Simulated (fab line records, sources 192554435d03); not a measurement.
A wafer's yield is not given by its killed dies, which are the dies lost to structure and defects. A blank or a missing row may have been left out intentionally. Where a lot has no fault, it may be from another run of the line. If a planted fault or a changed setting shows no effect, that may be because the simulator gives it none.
fab line records	flow n5Finfet
record lots=7	wafers=21
route steps=1938 shown ZERO_LAYER@9 PMOS_HMC_CHANNEL_EPI@63 FIN_CUT@160 DUMMY_GATE@220 SD_EPI_N@288 SD_EPI_P@295 SD_ACTIVATION@330
startH: hours from the record's opening day to when the first of the lot's shown wafers began	waitH: time in hours since the lot's previous step	" as in the row above	L1.1+2: a row that stands for several wafers	- either no value or no given start	* or withheld: withheld	< > ~ a bound
route shown NAME@n: NAME is a module with steps in the file, n the number in the route of the first one	usual: mean and standard deviation over wafers with no fault	same: alike in all rows	chamber/n: place in a boat	sites: readings site by site	_std_site: how widely they spread, as a standard deviation	_edge_site: the outer-site mean with the inner-site mean subtracted	radiusMm: for every site, how far away it sits from the centre of the wafer	mask NAME#n: copy n	behind: the last tool/chamber to shape the wafer	hold: reason for holding the lot/hours on hold/outcome of the hold	device: whichever transistor did not switch (one of n, p or np)	end of line: tests run on the same wafers once the route is complete	step lacking rows: just its recipe	killed: count of dies lost to structure and defects at first sort (not the wafer's yield)	map: the dies of a wafer, with x for killed, . for not killed, _ for no die there
set.NAME: the setting the step ran with; set.NAME@STEP: the setting that earlier step ran with	model.NAME: the simulator's own value behind a step, which no gauge read
lots with deliberately changed settings; one table per step, one row per wafer
## steps
# step N5_ZERO_LAYER_EXPOSE_08
# recipe maskId=ZERO	na=0.55	sourceShape=conventional	sigmaOuter=0.8	polarization=unpolarized	defocusNm=0	targetCdNm=2000	doseMj=16.2
lot.wafer	tool	chamber	startH	waitH	mask	set.doseMj
L077.2+4	krfScanner-01	0	30.47	-	ZERO#0	15.3
L077.6	"	0	"	"	ZERO#0	16.2
L084.2+3+5	krfScanner-02	0	72.48	-	ZERO#0	16.2
L089.1+4	krfScanner-01	0	102.59	-	ZERO#0	16.2
L089.6	"	0	"	"	ZERO#0	17.31
L090.4	krfScanner-01	0	108.48	-	ZERO#0	16.2
L090.5+6	"	0	"	"	ZERO#0	15.16
L092.1+3+4	krfScanner-01	0	128.10	-	ZERO#0	16.2
L093.1+3+6	krfScanner-01	0	128.14	-	ZERO#0	16.2
L096.2+3+6	krfScanner-02	0	144.60	-	ZERO#0	16.2
# step N5_ZERO_LAYER_PEB_09
# recipe pebTempC=withheld	pebTimeS=*
lot.wafer	tool	chamber	startH	waitH	set.pebTimeS
L077.2+6	lithoTrack-03	0	30.52	0.0	*
L077.4	"	0	"	"	*
L084.2+5	lithoTrack-03	0	72.53	0.0	*
L084.3	"	0	"	"	*
L089.1+4+6	lithoTrack-03	0	102.65	0.1	*
L090.4+6	lithoTrack-02	0	108.52	0.0	*
L090.5	"	0	"	"	*
L092.1+3+4	lithoTrack-05	0	128.16	0.1	*
L093.1	lithoTrack-02	0	128.20	0.1	*
L093.3+6	"	0	"	"	*
L096.2+3+6	lithoTrack-05	0	144.65	0.0	*
# step N5_ZERO_LAYER_DEVELOP_10
# recipe developTimeS=60	rinseLiquid=diw	dry=airSpin	devTempC=21
# step N5_ZERO_LAYER_HARDBAKE_23
# recipe tempC=130	timeS=120
# step N5_ZERO_LAYER_CD_MEAS_11
# recipe targetCdNm=2000	landingEnergyEv=500	detector=seInlens
# usual cdNm=2000.3/1.9
lot.wafer	tool	chamber	startH	waitH	set.doseMj@ZERO_LAYER_EXPOSE_08	cdNm
L077.2	cdSem-02	0	30.65	-	15.3	1987.3
L077.4	"	0	"	"	15.3	1990.0
L077.6	"	0	"	"	16.2	1995.9
L084.2	cdSem-03	0	72.65	-	16.2	1995.5
L084.3	"	0	"	"	16.2	1997.9
L084.5	"	0	"	"	16.2	1994.5
L089.1	cdSem-01	0	102.77	-	16.2	2001.6
L089.4	"	0	"	"	16.2	2001.9
L089.6	"	0	"	"	17.31	2015.2
L090.4	cdSem-03	0	108.65	-	16.2	1999.6
L090.5	"	0	"	"	15.16	1992.5
L090.6	"	0	"	"	15.16	1987.9
L092.1	cdSem-01	0	128.28	-	16.2	2001.6
L092.3	"	0	"	"	16.2	1997.9
L092.4	"	0	"	"	16.2	2000.9
L093.1	cdSem-03	0	128.32	-	16.2	2006.0
L093.3	"	0	"	"	16.2	1999.8
L093.6	"	0	"	"	16.2	2003.0
L096.2	cdSem-03	0	144.77	-	16.2	2002.8
L096.3	"	0	"	"	16.2	2001.6
L096.6	"	0	"	"	16.2	2003.6
# step N5_ZERO_LAYER_DESCUM_16
# recipe chemistry=O2	timeS=7.9	sourcePowerW=50	biasPowerW=20	pressureMtorr=20	rfFrequencyHz=2.712e+07	tempC=40	o2FlowSccm=225
lot.wafer	tool	chamber	startH	waitH	set.doseMj@ZERO_LAYER_EXPOSE_08	model.ZERO_LAYER.cdNm
L077.2	rieDiel-06	3	30.68	0.0	15.3	1987
L077.4	"	0	"	"	15.3	1990
L077.6	"	2	"	"	16.2	1996
L084.2	rieDiel-03	0	72.69	0.0	16.2	1996
L084.3	"	3	"	"	16.2	1998
L084.5	"	2	"	"	16.2	1995
L089.1+4	rieDiel-03	3,2	102.93	0.2	16.2	2002
L089.6	"	0	"	"	17.31	2015
L090.4	rieDiel-06	1	108.68	0.0	16.2	1999
L090.5	"	2	"	"	15.16	1992
L090.6	"	3	"	"	15.16	1988
L092.1	rieDiel-03	2	128.67	0.4	16.2	2002
L092.3	"	3	"	"	16.2	1998
L092.4	"	1	"	"	16.2	2001
L093.1	rieDiel-01	1	128.79	0.5	16.2	2006
L093.3	"	3	"	"	16.2	2000
L093.6	"	0	"	"	16.2	2003
L096.2+6	rieDiel-06	0	144.81	0.0	16.2	2003
L096.3	"	2	"	"	16.2	2001
# step N5_PMOS_HMC_CHANNEL_EPI_PEB_07
# recipe pebTempC=110	pebTimeS=60	resist=CAR-ArF-block
lot.wafer	tool	chamber	startH	waitH	set.pebTempC
L077.2+4+6	lithoTrack-01	0	35.12	0.0	110
L084.2+5	lithoTrack-01	0	76.76	0.0	110
L084.3	"	0	"	"	113.3
L089.1+4+6	lithoTrack-01	0	107.55	0.1	110
L090.4+6	lithoTrack-02	0	112.96	0.0	110
L090.5	"	0	"	"	112.8
L093.1+3+6	lithoTrack-02	0	133.30	0.1	110
L092.1+3+4	lithoTrack-01	0	133.93	0.1	110
L096.2	lithoTrack-02	0	149.47	0.0	110
L096.3+6	"	0	"	"	113.3
# step N5_PMOS_HMC_CHANNEL_EPI_DEVELOP_08
# recipe developTimeS=30	developer=TMAH	resist=CAR-ArF-block	devTempC=23	rinseLiquid=diw	dry=airSpin
# step N5_PMOS_HMC_CHANNEL_EPI_CD_MEAS_09
# recipe targetCdNm=237.4	landingEnergyEv=500	detector=seInlens
# usual cdNm=237.5/1.1
lot.wafer	tool	chamber	startH	waitH	set.pebTempC@PMOS_HMC_CHANNEL_EPI_PEB_07	cdNm
L077.2	cdSem-01	0	35.19	-	110	236.5
L077.4	"	0	"	"	110	236.7
L077.6	"	0	"	"	110	237.3
L084.2	cdSem-03	0	76.83	-	110	237.9
L084.3	"	0	"	"	113.3	247.6
L084.5	"	0	"	"	110	236.3
L089.1	cdSem-03	0	107.61	-	110	237.5
L089.4	"	0	"	"	110	236.3
L089.6	"	0	"	"	110	238.4
L090.4	cdSem-01	0	113.03	-	110	239.2
L090.5	"	0	"	"	112.8	246.3
L090.6	"	0	"	"	110	238.9
L093.1	cdSem-02	0	133.37	-	110	237.0
L093.3	"	0	"	"	110	235.7
L093.6	"	0	"	"	110	237.1
L092.1	cdSem-02	0	133.99	-	110	236.8
L092.3	"	0	"	"	110	236.6
L092.4	"	0	"	"	110	237.6
L096.2	cdSem-01	0	149.54	-	110	237.9
L096.3	"	0	"	"	113.3	245.5
L096.6	"	0	"	"	113.3	245.7
# step N5_PMOS_HMC_CHANNEL_EPI_DESCUM_14
# recipe chemistry=O2	timeS=7.9	sourcePowerW=50	biasPowerW=20	pressureMtorr=20	rfFrequencyHz=2.712e+07	tempC=40	resist=CAR-ArF-block	o2FlowSccm=225
lot.wafer	tool	chamber	startH	waitH	set.timeS	set.pebTempC@PMOS_HMC_CHANNEL_EPI_PEB_07	model.PMOS_HMC_CHANNEL_EPI.cdNm
L077.2	rieDiel-01	3	35.27	0.0	7.9	110	236
L077.4	"	2	"	"	9.461	110	237
L077.6	"	2	"	"	7.9	110	237.5
L084.2	rieDiel-01	2	76.92	0.0	7.9	110	238
L084.3	"	3	"	"	7.9	113.3	247.5
L084.5	"	0	"	"	7.9	110	236.4
L089.1	rieDiel-06	1	107.70	0.0	8.74	110	237.8
L089.4	"	0	"	"	8.74	110	236.4
L089.6	"	2	"	"	7.9	110	238.6
L090.4	rieDiel-06	0	113.11	0.0	7.057	110	238.8
L090.5	"	3	"	"	7.9	112.8	246.7
L090.6	"	0	"	"	7.057	110	238.9
L093.1	rieDiel-01	2	133.46	0.0	8.654	110	236.9
L093.3	"	0	"	"	7.9	110	235.5
L093.6	"	1	"	"	7.9	110	237.3
L092.1	rieDiel-01	2	134.08	0.0	7.9	110	236.5
L092.3	"	1	"	"	7.9	110	236.4
L092.4	"	0	"	"	7.9	110	237.7
L096.2	rieDiel-03	2	149.62	0.0	8.671	110	238.1
L096.3	"	0	"	"	7.9	113.3	245.4
L096.6	"	2	"	"	7.9	113.3	245.7
# step N5_PMOS_HMC_CHANNEL_EPI_ETCH_32
# recipe chemistry=N2/H2	target=BARC	stopOn=SiO2	targetDepthA=858	overEtchFrac=0.3	timeS=50.3	ionEnergyEv=200	maskMaterial=CAR-ArF-block	pressureMtorr=30	sourceW=840	biasW=150	n2FlowSccm=200	h2FlowSccm=200
lot.wafer	tool	chamber	startH	waitH	set.pebTempC@PMOS_HMC_CHANNEL_EPI_PEB_07	model.PMOS_HMC_CHANNEL_EPI.cdNm
L077.2	rieDiel-01	3	35.31	0.0	110	237.9
L077.4	"	2	"	"	110	239.3
L077.6	"	2	"	"	110	239.6
L084.2	rieDiel-01	2	76.95	0.0	110	239.9
L084.3	"	3	"	"	113.3	249.9
L084.5	"	0	"	"	110	239
L089.1	rieDiel-06	1	107.74	0.0	110	240.5
L089.4	"	0	"	"	110	239.4
L089.6	"	2	"	"	110	241.6
L090.4	rieDiel-06	0	113.15	0.0	110	241.7
L090.5	"	3	"	"	112.8	248.8
L090.6	"	0	"	"	110	241.3
L093.1	rieDiel-01	2	133.50	0.0	110	239.2
L093.3	"	0	"	"	110	237.5
L093.6	"	1	"	"	110	240.1
L092.1	rieDiel-01	2	134.12	0.0	110	238.8
L092.3	"	1	"	"	110	239.1
L092.4	"	0	"	"	110	240.8
L096.2	rieDiel-03	2	149.66	0.0	110	241.8
L096.3	"	0	"	"	113.3	247.1
L096.6	"	2	"	"	113.3	249
# step N5_FIN_CUT_EXPOSE_05
# recipe maskId=FIN_CUT	na=0.33	sourceShape=annular	sigmaInner=0.35	sigmaOuter=0.8	polarization=unpolarized	doseMj=45.75
lot.wafer	tool	chamber	startH	waitH	mask	set.doseMj
L077.2+4	euvScanner-02	0	44.96	-	FIN_CUT#0	45.75
L077.6	"	0	"	"	FIN_CUT#0	43.02
L084.2	euvScanner-02	0	85.75	-	FIN_CUT#0	42.84
L084.3+5	"	0	"	"	FIN_CUT#0	45.75
L089.1+4+6	euvScanner-01	0	118.21	-	FIN_CUT#0	45.75
L090.4+5	euvScanner-02	0	124.45	-	FIN_CUT#0	46.78
L090.6	"	0	"	"	FIN_CUT#0	45.75
L093.1+6	euvScanner-02	0	143.47	-	FIN_CUT#0	45.75
L093.3	"	0	"	"	FIN_CUT#0	47.61
L092.1+3+4	euvScanner-01	0	144.16	-	FIN_CUT#0	45.75
L096.2+6	euvScanner-01	0	158.84	-	FIN_CUT#0	45.75
L096.3	"	0	"	"	FIN_CUT#0	48.37
# step N5_FIN_CUT_PEB_06
# recipe pebTempC=100	pebTimeS=60	resist=CAR-EUV
# step N5_FIN_CUT_DEVELOP_07
# recipe developTimeS=30	developer=TMAH	resist=CAR-EUV	rinseLiquid=surfactantRinse	dry=airSpin	devTempC=23
# step N5_FIN_CUT_CD_MEAS_08
# recipe targetCdNm=29.1	landingEnergyEv=500	detector=seInlens	polarity=opening
# usual cdNm=29.20/0.24
lot.wafer	tool	chamber	startH	waitH	set.doseMj@FIN_CUT_EXPOSE_05	cdNm
L077.2	cdSem-03	0	45.09	-	45.75	29.51
L077.4	"	0	"	"	45.75	29.06
L077.6	"	0	"	"	43.02	28.19
L084.2	cdSem-02	0	85.88	-	42.84	28.12
L084.3	"	0	"	"	45.75	29.21
L084.5	"	0	"	"	45.75	28.99
L089.1	cdSem-01	0	118.34	-	45.75	29.40
L089.4	"	0	"	"	45.75	29.63
L089.6	"	0	"	"	45.75	29.28
L090.4	cdSem-02	0	124.57	-	46.78	29.72
L090.5	"	0	"	"	46.78	29.71
L090.6	"	0	"	"	45.75	28.78
L093.1	cdSem-03	0	143.60	-	45.75	29.12
L093.3	"	0	"	"	47.61	29.73
L093.6	"	0	"	"	45.75	28.85
L092.1	cdSem-02	0	144.30	-	45.75	29.31
L092.3	"	0	"	"	45.75	29.22
L092.4	"	0	"	"	45.75	28.72
L096.2	cdSem-02	0	158.97	-	45.75	29.18
L096.3	"	0	"	"	48.37	30.31
L096.6	"	0	"	"	45.75	29.23
# step N5_FIN_CUT_ETCH_30
# recipe chemistry=N2/H2	target=underlayer	targetDepthA=130	maskMaterial=CAR-EUV	timeS=10.4	ionEnergyEv=200	pressureMtorr=30	sourceW=840	biasW=150	n2FlowSccm=200	h2FlowSccm=200	ends=cleared
lot.wafer	tool	chamber	startH	waitH	set.targetDepthA	set.doseMj@FIN_CUT_EXPOSE_05	model.FIN_CUT.cdOffsetNm
L077.2	rieDiel-01	1	45.24	0.0	130	45.75	0
L077.4	"	0	"	"	114.3	45.75	0
L077.6	"	2	"	"	114.3	43.02	-1
L084.2	rieDiel-03	0	86.03	0.0	114.6	42.84	-1.2
L084.3	"	2	"	"	130	45.75	-0.2
L084.5	"	0	"	"	130	45.75	0
L089.1	rieDiel-06	2	119.24	0.0	130	45.75	0
L089.4	"	3	"	"	136.3	45.75	0.4
L089.6	"	0	"	"	136.3	45.75	0.2
L090.4+5	rieDiel-01	2	125.26	0.0	130	46.78	0.6
L090.6	"	3	"	"	130	45.75	0
L093.1	rieDiel-03	0	143.76	0.0	130	45.75	0.2
L093.3	"	2	"	"	140.1	47.61	0.8
L093.6	"	1	"	"	140.1	45.75	0.2
L092.1	rieDiel-01	2	144.45	0.0	130	45.75	0
L092.3	"	1	"	"	130	45.75	0.2
L092.4	"	0	"	"	130	45.75	-0.2
L096.2+6	rieDiel-01	2,3	159.13	0.0	130	45.75	0
L096.3	"	0	"	"	130	48.37	1
# step N5_FIN_CUT_ETCH_20
# recipe chemistry=CF4	target=SiARC	targetDepthA=260	maskMaterial=CAR-EUV	timeS=43.3	ionEnergyEv=80	pressureMtorr=40	sourceW=545	biasW=36	Ar_flow_sccm=100	cf4FlowSccm=100	ends=cleared
lot.wafer	tool	chamber	startH	waitH	set.doseMj@FIN_CUT_EXPOSE_05	model.FIN_CUT.cdOffsetNm
L077.2	rieDiel-01	1	45.26	0.0	45.75	0.2
L077.4	"	0	"	"	45.75	0
L077.6	"	2	"	"	43.02	-1
L084.2	rieDiel-03	0	86.05	0.0	42.84	-1.2
L084.3	"	2	"	"	45.75	-0.2
L084.5	"	0	"	"	45.75	0
L089.1	rieDiel-06	2	119.26	0.0	45.75	-0.2
L089.4+6	"	3,0	"	"	45.75	0.4
L090.4+5	rieDiel-01	2	125.28	0.0	46.78	0.8
L090.6	"	3	"	"	45.75	0
L093.1+6	rieDiel-03	0,1	143.78	0.0	45.75	0
L093.3	"	2	"	"	47.61	0.8
L092.1	rieDiel-01	2	144.47	0.0	45.75	0
L092.3	"	1	"	"	45.75	0.4
L092.4	"	0	"	"	45.75	-0.2
L096.2+6	rieDiel-01	2,3	159.15	0.0	45.75	0
L096.3	"	0	"	"	48.37	1
# step N5_DUMMY_GATE_HM_DEP_06
# recipe material=SiNx	targetThkA=800	precursor=DCS/NH3	tempC=700	pressureMtorr=300	timeS=5141
lot.wafer	tool	chamber	startH	waitH	set.timeS	model.SiNx_of_DUMMY_GATE_HM_DEP_06.thkNm
L077.2+6	-	-	-	0.0	5718	88.8
L077.4	"	-	"	"	5718	89
L084.2	-	-	-	0.0	5750	88.2
L084.3	"	-	"	"	5750	88
L084.5	"	-	"	"	5750	88.6
L089.1+6	-	-	-	0.0	5141	79.8
L089.4	"	-	"	"	5141	80.4
L090.4	-	-	-	0.0	5141	78.6
L090.5	"	-	"	"	5141	78.8
L090.6	"	-	"	"	5141	79.2
L093.1+3	-	-	-	0.0	5907	92.4
L093.6	"	-	"	"	5907	93
L092.1	lpcvd-02	1/65	161.46	1.2	5141	80
L092.3	"	1/75	"	"	5141	80.2
L092.4	"	1/79	"	"	5141	80.6
L096.2	-	-	-	0.0	5609	85.8
L096.3+6	"	-	"	"	5609	86.2
# step N5_DUMMY_GATE_COAT_28
# recipe resist=underlayer	tempC=205	timeS=60	spinRpm=1500	resistThkNm=10
lot.wafer	tool	chamber	startH	waitH	set.spinRpm	model.underlayer_of_DUMMY_GATE_COAT_28.thkNm
L077.2+4	lithoTrack-05	0	-	-	1500	10
L077.6	"	0	"	"	1395	10.4
L084.2+3+5	lithoTrack-03	0	-	-	1500	10
L089.1+6	lithoTrack-03	0	-	-	1626	9.6
L089.4	"	0	"	"	1500	10
L090.4+5	lithoTrack-05	0	-	-	1500	10
L090.6	"	0	"	"	1591	9.8
L093.1+3+6	lithoTrack-05	0	-	-	1500	10
L092.1+3+4	lithoTrack-03	0	-	-	1500	10
L096.2+3	lithoTrack-02	0	-	-	1605	9.6
L096.6	"	0	"	"	1500	10
# step N5_SD_EPI_N_EPI_21
# recipe material=Si:P	dopant=P	tempC=680	pressureTorr=255	timeS=690
lot.wafer	tool	chamber	startH	waitH	set.epiGrowthTimeS	model.Si-P_of_SD_EPI_N_EPI_21.thkNm
L077.2	epiRpcvd-04	0	68.31	0.4	690	59.4
L077.4	"	0	"	"	690	60
L077.6	"	0	"	"	732.7	61.8
L084.2	epiRpcvd-02	0	109.00	0.4	690	59.6
L084.3	"	0	"	"	644.1	56
L084.5	"	0	"	"	644.1	56.2
L089.1	epiRpcvd-04	0	142.08	0.1	759.9	63
L089.4	"	0	"	"	759.9	63.6
L089.6	"	0	"	"	690	58.6
L090.4	epiRpcvd-04	0	148.91	0.9	690	57.8
L090.5	"	0	"	"	690	58.2
L090.6	"	0	"	"	690	58
L093.1+3	epiRpcvd-04	0	166.13	0.1	690	59.2
L093.6	"	0	167.53	1.4	690	58.4
L092.1	epiRpcvd-01	0	170.39	0.1	690	58.6
L092.3	"	0	"	"	690	57.8
L092.4	"	0	"	"	690	58.8
L096.2	epiRpcvd-01	0	182.28	0.4	690	59.6
L096.3	"	0	"	"	721.1	62.2
L096.6	"	0	"	"	721.1	61.4
# step N5_SD_EPI_N_PRECLEAN_24
# recipe chemistry=O3/DIW	timeS=60	tempC=22	o3Ppm=10
lot.wafer	tool	chamber	startH	waitH	set.epiGrowthTimeS@SD_EPI_N_EPI_21	model.Si-P_of_SD_EPI_N_EPI_21.thkNm
L077.2	wetBench-04	2	69.79	0.0	690	59
L077.4	"	5	"	"	690	59.6
L077.6	"	3	"	"	732.7	61.4
L084.2	wetBench-04	3	110.48	0.0	690	59.2
L084.3	"	6	"	"	644.1	55.6
L084.5	"	0	"	"	644.1	55.8
L089.1	wetBench-04	2	143.84	0.0	759.9	62.6
L089.4	"	7	"	"	759.9	63.2
L089.6	"	4	"	"	690	58.2
L090.4	wetBench-05	2	149.83	0.0	690	57.4
L090.5	"	5	"	"	690	57.8
L090.6	"	4	"	"	690	57.6
L093.1+3	wetBench-05	4,5	167.88	0.0	690	58.8
L093.6	"	7	"	"	690	58
L092.1	wetBench-04	1	172.14	0.0	690	58.2
L092.3	"	4	"	"	690	57.4
L092.4	"	2	"	"	690	58.4
L096.2	wetBench-01	5	183.76	0.0	690	59.2
L096.3	"	0	"	"	721.1	61.6
L096.6	"	4	"	"	721.1	61
# step N5_SD_EPI_P_COAT_34
# recipe resist=SOC	tempC=250	timeS=60	spinRpm=1500	resistThkNm=350
lot.wafer	tool	chamber	startH	waitH	set.spinRpm	model.SOC_of_SD_EPI_P_COAT_34.thkNm
L077.2	lithoTrack-03	0	70.34	0.0	1500	351
L077.4	"	0	"	"	1554	344.4
L077.6	"	0	"	"	1500	350.2
L084.2	lithoTrack-02	0	111.03	0.0	1340	370.2
L084.3	"	0	"	"	1500	350.4
L084.5	"	0	"	"	1340	369.6
L089.1	lithoTrack-03	0	144.68	0.0	1580	339.8
L089.4	"	0	"	"	1580	340.2
L089.6	"	0	"	"	1580	339.4
L090.4	lithoTrack-03	0	150.51	0.0	1370	366.6
L090.5	"	0	"	"	1500	350.6
L090.6	"	0	"	"	1500	350.2
L093.1	lithoTrack-02	0	168.43	0.0	1500	350.8
L093.3	"	0	"	"	1437	359.2
L093.6	"	0	"	"	1437	359.6
L092.1	lithoTrack-01	0	172.75	0.0	1500	350
L092.3	"	0	"	"	1500	349.2
L092.4	"	0	"	"	1500	349.6
L096.2	lithoTrack-03	0	185.32	0.0	1500	351.8
L096.3	"	0	"	"	1500	351.4
L096.6	"	0	"	"	1500	351.6
# step N5_SD_EPI_P_COAT_35
# recipe resist=SiARC	tempC=220	timeS=60	spinRpm=1500	resistThkNm=35
# step N5_SD_EPI_P_COAT_03
# recipe resist=CAR-ArF-block	spinRpm=1500	resistThkNm=150
# step N5_SD_ACTIVATION_RTA_00
# recipe tempC=975	timeS=0	ambient=N2	idleTempC=600	rampUpCPerS=150	rampDownCPerS=60	coolToC=600
# step N5_SD_ACTIVATION_LSA_01
# recipe tempC=1080	timeS=0.0008	ambient=N2
# step N5_SD_ACTIVATION_RS_MEAS_03
# recipe thkMeasGauge=four-point-probe
# usual RS_SD_N=21.95/0.28	RS_SD_P=56.1/0.86
lot.wafer	tool	chamber	startH	waitH	set.epiGrowthTimeS@SD_EPI_N_EPI_21	RS_SD_N[ohm/sq]	RS_SD_P[ohm/sq]
L077.2	filmMetro-01	-	74.85	0.2	690	21.73	56.5
L077.4	"	-	"	"	690	21.63	56.6
L077.6	"	-	"	"	732.7	20.99	56.3
L084.2	filmMetro-01	-	115.58	0.2	690	21.64	56.4
L084.3	"	-	"	"	644.1	23.22	56.5
L084.5	"	-	"	"	644.1	23.09	55.8
L089.1	filmMetro-02	-	149.76	0.2	759.9	20.82	55.3
L089.4	"	-	"	"	759.9	20.39	54.5
L089.6	"	-	"	"	690	21.96	54.4
L090.4	filmMetro-01	-	155.21	0.1	690	22.39	57.2
L090.5	"	-	"	"	690	22.13	57.9
L090.6	"	-	"	"	690	22.34	56.8
L093.1	filmMetro-02	-	173.76	0.2	690	21.86	55.2
L093.3	"	-	"	"	690	21.77	55.1
L093.6	"	-	"	"	690	22.24	55.2
L092.1	filmMetro-01	-	177.94	0.2	690	21.81	54.6
L092.3	"	-	"	"	690	22.10	54.5
L092.4	"	-	"	"	690	21.76	55.2
L096.2	filmMetro-02	-	190.04	0.2	690	21.77	55.2
L096.3	"	-	"	"	721.1	20.79	56.4
L096.6	"	-	"	"	721.1	21.13	55.9
## key
split step=N5_ZERO_LAYER_EXPOSE_08	setting=doseMj	stated=16.2	by=wafer
response step=N5_ZERO_LAYER_CD_MEAS_11	reading=cdNm	change=+1.62	per=1%	r=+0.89
response step=N5_ZERO_LAYER_DESCUM_16	reading=model.ZERO_LAYER.cdNm	change=+1.58	per=1%	r=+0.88
split step=N5_ZERO_LAYER_PEB_09	setting=pebTimeS	stated=*	by=wafer
response none clear
split step=N5_PMOS_HMC_CHANNEL_EPI_PEB_07	setting=pebTempC	stated=110	by=wafer
response step=N5_PMOS_HMC_CHANNEL_EPI_CD_MEAS_09	reading=cdNm	change=+2.97	per=1%	r=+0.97
response step=N5_PMOS_HMC_CHANNEL_EPI_DESCUM_14	reading=model.PMOS_HMC_CHANNEL_EPI.cdNm	change=+2.99	per=1%	r=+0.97
response step=N5_PMOS_HMC_CHANNEL_EPI_ETCH_32	reading=model.PMOS_HMC_CHANNEL_EPI.cdNm	change=+2.8	per=1%	r=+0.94
split step=N5_PMOS_HMC_CHANNEL_EPI_DESCUM_14	setting=timeS	stated=7.9	by=wafer
response none clear
split step=N5_FIN_CUT_EXPOSE_05	setting=doseMj	stated=45.75	by=wafer
response step=N5_FIN_CUT_CD_MEAS_08	reading=cdNm	change=+0.186	per=1%	r=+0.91
response step=N5_FIN_CUT_ETCH_30	reading=model.FIN_CUT.cdOffsetNm	change=+0.172	per=1%	r=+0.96
response step=N5_FIN_CUT_ETCH_20	reading=model.FIN_CUT.cdOffsetNm	change=+0.187	per=1%	r=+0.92
split step=N5_FIN_CUT_ETCH_30	setting=targetDepthA	stated=130	by=wafer
response none clear
split step=N5_DUMMY_GATE_HM_DEP_06	setting=timeS	stated=5141	by=lot
response step=N5_DUMMY_GATE_HM_DEP_06	reading=model.SiNx_of_DUMMY_GATE_HM_DEP_06.thkNm	change=+0.807	per=1%	r=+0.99
split step=N5_DUMMY_GATE_COAT_28	setting=spinRpm	stated=1500	by=wafer
response step=N5_DUMMY_GATE_COAT_28	reading=model.underlayer_of_DUMMY_GATE_COAT_28.thkNm	change=-0.0495	per=1%	r=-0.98
split step=N5_SD_EPI_N_EPI_21	setting=epiGrowthTimeS	stated=690	by=wafer
response step=N5_SD_EPI_N_EPI_21	reading=model.Si-P_of_SD_EPI_N_EPI_21.thkNm	change=+0.457	per=1%	r=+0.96
response step=N5_SD_EPI_N_PRECLEAN_24	reading=model.Si-P_of_SD_EPI_N_EPI_21.thkNm	change=+0.454	per=1%	r=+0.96
response step=N5_SD_ACTIVATION_RS_MEAS_03	reading=RS_SD_N	change=-0.155	per=1%	r=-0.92
split step=N5_SD_EPI_P_COAT_34	setting=spinRpm	stated=1500	by=wafer
response step=N5_SD_EPI_P_COAT_34	reading=model.SOC_of_SD_EPI_P_COAT_34.thkNm	change=-1.85	per=1%	r=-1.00
